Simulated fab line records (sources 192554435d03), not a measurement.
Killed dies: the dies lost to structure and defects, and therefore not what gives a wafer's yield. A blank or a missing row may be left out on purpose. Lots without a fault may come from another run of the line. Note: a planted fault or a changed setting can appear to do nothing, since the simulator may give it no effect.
Matching of chambers | flow n5Finfet | N5_BEOL_M11_ILD_DEP_00 on pecvd-04 has 3 sister chambers
The step deposits SiCOH lowk from DEMS/porogen, target thk 308.51 nm, time 58 s. 6 wafers are shown with their chamber, then 9 later ones without.

WAFERS, EACH WITH ITS CHAMBER
wafer  | chamber | throttleValvePct (%) | showerheadVppV (V)
L082.1 | 1       | 14.5                 | 1329
L086.1 | 0       | 13.7                 | 1431
L086.5 | 1       | 14.4                 | 1299
L087.2 | 2       | 13.0                 | 1343
L087.4 | 0       | 13.8                 | 1425
L087.6 | 2       | 13.1                 | 1374

WAFERS MISSING THEIR CHAMBER
wafer  | throttleValvePct (%) | showerheadVppV (V)
L091.2 | 13.7                 | 1426
L091.3 | 14.4                 | 1308
L091.5 | 13.2                 | 1360
L092.2 | 13.1                 | 1356
L092.4 | 14.6                 | 1287
L092.6 | 13.7                 | 1401
L094.2 | 13.0                 | 1350
L094.3 | 14.4                 | 1311
L094.4 | 12.8                 | 1385

WHICH CHAMBER EACH WENT THROUGH
wafer  | from the rows above | in truth
L091.2 | 0                   | 0
L091.3 | 1                   | 1
L091.5 | 2                   | 2
L092.2 | 2                   | 2
L092.4 | 1                   | 1
L092.6 | 0                   | 0
L094.2 | 2                   | 2
L094.3 | 1                   | 1
L094.4 | 2                   | 2
Placed correctly: 9 of 9. Number that these rows cannot place: 0. Wrongly placed: 0.
How it was worked out, from the rows above alone: a wafer's distance from a chamber is the root of the sum, over the readings, of the square of ((its reading less the chamber's mean) divided by the reading's scatter). The wafer belongs to the nearest chamber; if the next one is less than 2 further off, it can't be placed. For every chamber, the mean is computed from those of its wafers that are shown. The scatter: the root of (the sum of the squares of (reading less its chamber's mean) over the shown wafers, divided by (wafers less chambers)).
